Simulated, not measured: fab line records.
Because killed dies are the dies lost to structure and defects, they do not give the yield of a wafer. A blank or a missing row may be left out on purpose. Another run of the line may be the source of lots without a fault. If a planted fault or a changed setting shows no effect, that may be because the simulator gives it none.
Chamber matching + flow nandHarc + NHARC_A_CONTACT_DEP_85 on pecvd-04 has 3 sister chambers
The step deposits SiON, target thk 60 nm. 22 wafers are shown with their chamber, then 11 later ones without.

## EACH WAFER AND ITS CHAMBER
| wafer  | chamber | heaterPowerW (W) |
|--------|---------|------------------|
| L075.1 | 1       | 876              |
| L075.5 | 0       | 748              |
| L075.6 | 2       | 769              |
| L074.1 | 1       | 784              |
| L074.4 | 1       | 795              |
| L074.5 | 2       | 764              |
| L078.1 | 2       | 789              |
| L078.3 | 0       | 761              |
| L078.5 | 2       | 630              |
| L082.3 | 2       | 736              |
| L082.4 | 2       | 745              |
| L082.5 | 0       | 756              |
| L080.4 | 0       | 798              |
| L080.5 | 1       | 893              |
| L080.6 | 2       | 724              |
| L085.2 | 1       | 873              |
| L085.3 | 0       | 721              |
| L085.4 | 2       | 733              |
| L089.3 | 0       | 720              |
| L089.4 | 1       | 859              |
| L089.5 | 0       | 734              |
| L094.1 | 0       | 655              |

SIGNATURES (means of the wafers above)
| reading      | chamber 0 | chamber 1 | chamber 2 | scatter within a chamber |
|--------------|-----------|-----------|-----------|--------------------------|
| heaterPowerW | 736.62    | 846.67    | 736.25    | 45.1                     |
Rule: a wafer lies at a distance from a chamber equal to the root of the sum of squares, over the readings, of (its reading less the chamber's mean, divided by the reading's scatter). The wafer belongs to the nearest chamber; if the next one is less than 2 further off, it can't be placed. How the scatter is found: for the shown wafers, subtract from each reading the mean of its chamber, square and add these, divide the total by (wafers less chambers), then take the root.

## WAFERS WITHOUT THEIR CHAMBER
| wafer  | heaterPowerW (W) |
|--------|------------------|
| L094.4 | 809              |
| L094.5 | 732              |
| L092.1 | 659              |
| L092.2 | 788              |
| L092.5 | 750              |
| L096.1 | 875              |
| L096.5 | 865              |
| L096.6 | 764              |
| L095.2 | 756              |
| L095.5 | 867              |
| L095.6 | 762              |

## WHICH CHAMBER EACH ONE RAN IN
| wafer  | from the rows above          | in truth |
|--------|------------------------------|----------|
| L094.4 | can't be placed: 1 or 0 or 2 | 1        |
| L094.5 | can't be placed: 2 or 0      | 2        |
| L092.1 | can't be placed: 2 or 0      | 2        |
| L092.2 | can't be placed: 0 or 2 or 1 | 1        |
| L092.5 | can't be placed: 0 or 2 or 1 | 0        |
| L096.1 | 1                            | 1        |
| L096.5 | 1                            | 1        |
| L096.6 | can't be placed: 0 or 2 or 1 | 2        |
| L095.2 | can't be placed: 0 or 2 or 1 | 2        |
| L095.5 | 1                            | 1        |
| L095.6 | can't be placed: 0 or 2 or 1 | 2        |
Placed correctly: 3 of 11. Cannot be placed on the basis of these rows: 8; the candidates contain the true chamber in 8. Wrongly placed: 0.
